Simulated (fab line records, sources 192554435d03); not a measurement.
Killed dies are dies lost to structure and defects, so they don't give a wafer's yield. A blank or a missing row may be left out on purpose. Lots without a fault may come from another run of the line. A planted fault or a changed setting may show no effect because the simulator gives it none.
Which tool did it? | flow n5_finfet | 12 lots, 36 wafers sampled, at 2 steps of a route of 1938

WHAT THE GAUGES READ, wafer by wafer
N5_FIN_SAQP_CD_MEAS_27: target cd 20 nm.
lot  | measured    | on        | cd_nm (nm)
L075 | day 2 07:00 | cd_sem-01 | 20.27 20.66 20.30
L077 | day 2 18:17 | cd_sem-01 | 19.83 20.34 20.01
L079 | day 3 06:01 | cd_sem-03 | 20.36 20.29 19.91
L081 | day 3 20:46 | cd_sem-03 | 20.62 19.90 20.51
L083 | day 4 07:53 | cd_sem-01 | 20.21 20.64 20.03
L085 | day 4 19:16 | cd_sem-03 | 20.84 19.72 20.13
L087 | day 5 07:26 | cd_sem-03 | 20.24 20.22 19.61
L089 | day 5 18:22 | cd_sem-01 | 20.73 20.22 20.45
L091 | day 6 06:14 | cd_sem-01 | 20.32 20.08 20.50
L093 | day 6 18:23 | cd_sem-01 | 20.45 20.31 20.32
L095 | day 7 07:41 | cd_sem-02 | 20.38 20.21 20.60
L097 | day 7 19:13 | cd_sem-03 | 20.45 20.58 20.03

WHICH TOOL RAN EACH LOT (tool, then ch and the chambers of the sampled wafers, then the start)
lot  | N5_FIN_SAQP_RECESS_75
L075 | vapor_etch-02 ch 0,1, day 2 05:37
L077 | vapor_etch-02 ch 0,1, day 2 17:05
L079 | vapor_etch-02 ch 0,1, day 3 04:43
L081 | vapor_etch-02 ch 0,1, day 3 19:16
L083 | vapor_etch-01 ch 0,1, day 4 06:35
L085 | vapor_etch-01 ch 0,1, day 4 18:05
L087 | vapor_etch-01 ch 0,1, day 5 06:05
L089 | vapor_etch-02 ch 0,1, day 5 17:04
L091 | vapor_etch-01 ch 0,1, day 6 05:02
L093 | vapor_etch-01 ch 0,1, day 6 17:03
L095 | vapor_etch-02 ch 0,1, day 7 06:28
L097 | vapor_etch-02 ch 0,1, day 7 17:19
- N5_FIN_SAQP_RECESS_75: chemistry HF/NH3, target SiO2, target depth 14.4 nm, afs cycles 3, sublimation time 60 s.

THE ANSWER, worked out from the rows above alone
Rule: what is usual is taken from the lots themselves. Put in order of their means at a reading, lots are off if they are a third of the lots or fewer, leave a main group of 4 or more, and stand apart from it by a gap of 3 or more times the standard deviation of the main group's means; of several such gaps the widest counts. A main group whose means are all the same, to the digits that the tables above print for the reading, isn't used. A lot without any number at a reading at which 4 lots or more have one is off too. The other lots that the step has rows for count as sound.
No lot is off at any reading shown: from this, nothing can be told.

WHAT THE SIMULATOR HAD PUT IN
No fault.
